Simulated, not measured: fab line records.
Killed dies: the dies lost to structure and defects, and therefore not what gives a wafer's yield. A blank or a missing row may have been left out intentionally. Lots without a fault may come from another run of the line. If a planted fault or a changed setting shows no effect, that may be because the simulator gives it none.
Split-lot experiment | flow n5 finfet | 39 wafers read from 7 lots, route of 1938 steps

## THE SPLIT
At N5_BEOL_M10_DEP_56 (deposits SiCN from 3MS/NH3, target thk 15 nm, time 26.5 s), the setting target thk a was moved away from the recipe's 150 angstrom on 18 of the 39 wafers read, by -30.7% to +51.7%. For the rest of the wafers, this setting stayed at what the recipe calls for.

The reading comes from the split's own step.

## THE READING
SiCN_of_BEOL_M10_DEP_56.thk nm (the simulator's own value, which no gauge read), in nm, at N5_BEOL_M10_DEP_56 (deposits SiCN from 3MS/NH3, target thk 15 nm, time 26.5 s). The file gives no usual value for it. Average 14.9 nm, standard deviation 0.22 nm, over the 21 wafers here run with the recipe.

wafer  | tool, chamber at the split | target thk a as run, angstrom | against the recipe | SiCN_of_BEOL_M10_DEP_56.thk nm, nm | against lot-mates on the recipe
L079.1 | pecvd-03, 0                | 150                           | recipe             | 14.6                               | -
L079.2 | pecvd-03, 1                | 183.8                         | +22.5%             | 17.8                               | +2.9
L079.3 | pecvd-03, 2                | 150                           | recipe             | 14.8                               | -
L079.4 | pecvd-03, 0                | 183.8                         | +22.5%             | 18.4                               | +3.5
L079.5 | pecvd-03, 1                | 183.8                         | +22.5%             | 18.2                               | +3.3
L079.6 | pecvd-03, 2                | 150                           | recipe             | 15.2                               | -
L080.1 | pecvd-02, 1                | 150                           | recipe             | 14.6                               | -
L080.2 | pecvd-02, 2,1              | 227.5                         | +51.7%             | 22.6                               | +7.7
L080.4 | pecvd-02, 2,1              | 227.5                         | +51.7%             | 22.6                               | +7.7
L080.3 | pecvd-02, 0                | 150                           | recipe             | 14.8                               | -
L080.5 | pecvd-02, 2                | 227.5                         | +51.7%             | 22.8                               | +7.9
L080.6 | pecvd-02, 0                | 150                           | recipe             | 15.2                               | -
L082.3 | pecvd-04, 0                | 150                           | recipe             | 14.8                               | -
L082.4 | pecvd-04, 1,2              | 150                           | recipe             | 15.2                               | -
L082.5 | pecvd-04, 1,2              | 150                           | recipe             | 15.2                               | -
L083.1 | pecvd-02, 0,1              | 182.1                         | +21.4%             | 18.2                               | +3.3
L083.5 | pecvd-02, 0,1              | 182.1                         | +21.4%             | 18.2                               | +3.3
L083.2 | pecvd-02, 2                | 150                           | recipe             | 15                                 | -
L083.3 | pecvd-02, 1                | 150                           | recipe             | 14.6                               | -
L083.4 | pecvd-02, 0                | 182.1                         | +21.4%             | 18.4                               | +3.5
L083.6 | pecvd-02, 2                | 150                           | recipe             | 15.2                               | -
L087.1 | pecvd-03, 0,1              | 104                           | -30.7%             | 10.2                               | -4.8
L087.2 | pecvd-03, 0,1              | 104                           | -30.7%             | 10.2                               | -4.8
L087.3 | pecvd-03, 2                | 150                           | recipe             | 14.8                               | -
L087.4 | pecvd-03, 2                | 150                           | recipe             | 15.2                               | -
L087.5 | pecvd-03, 1                | 104                           | -30.7%             | 10.4                               | -4.6
L087.6 | pecvd-03, 0                | 150                           | recipe             | 15                                 | -
L090.1 | pecvd-03, 1                | 150                           | recipe             | 15                                 | -
L090.2 | pecvd-03, 2                | 150                           | recipe             | 15.2                               | -
L090.3 | pecvd-03, 0                | 113.7                         | -24.2%             | 11.2                               | -3.8
L090.4 | pecvd-03, 2,0              | 113.7                         | -24.2%             | 11.6                               | -3.4
L090.6 | pecvd-03, 2,0              | 113.7                         | -24.2%             | 11.6                               | -3.4
L090.5 | pecvd-03, 1                | 150                           | recipe             | 14.8                               | -
L092.1 | pecvd-03, 0,2              | 150                           | recipe             | 14.8                               | -
L092.3 | pecvd-03, 0,2              | 150                           | recipe             | 14.8                               | -
L092.2 | pecvd-03, 1                | 117.4                         | -21.7%             | 11.6                               | -3.3
L092.6 | pecvd-03, 1                | 117.4                         | -21.7%             | 11.6                               | -3.3
L092.4 | pecvd-03, 0                | 150                           | recipe             | 15                                 | -
L092.5 | pecvd-03, 2                | 117.4                         | -21.7%             | 12                                 | -2.9
Where a row lists several chambers, the file gives one row for several wafers and doesn't say which wafer went through which chamber.

FIT RESULTS
A straight line over all 39 wafers: SiCN_of_BEOL_M10_DEP_56.thk nm changes by +0.149 nm for each +1% of target thk a; r = +1.00; the points scatter about the line by 0.21 nm.
The same after taking each lot's own level away (the mean of its wafers on the recipe; 39 wafers): +0.15 nm for each +1%; r = +1.00; scatter 0.2 nm.
On that fit, the largest move of target thk a shifts the reading by 7.8 nm.
The lots' own levels span 14.87 to 15.07 nm, that is 0.9 times the standard deviation above.
Hence the lot-to-lot level has little effect on the slope; both slopes agree.
Check: +7.78 nm against its lot-mates is what the line predicts for one of the wafers moved furthest among these (+51.7%) when that wafer is left out of the fit. It came out at +7.73 nm against them.

## THE FILE'S OWN FIT
SiCN_of_BEOL_M10_DEP_56.thk nm changes by +0.15 nm for each +1% of target thk a, r = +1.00.
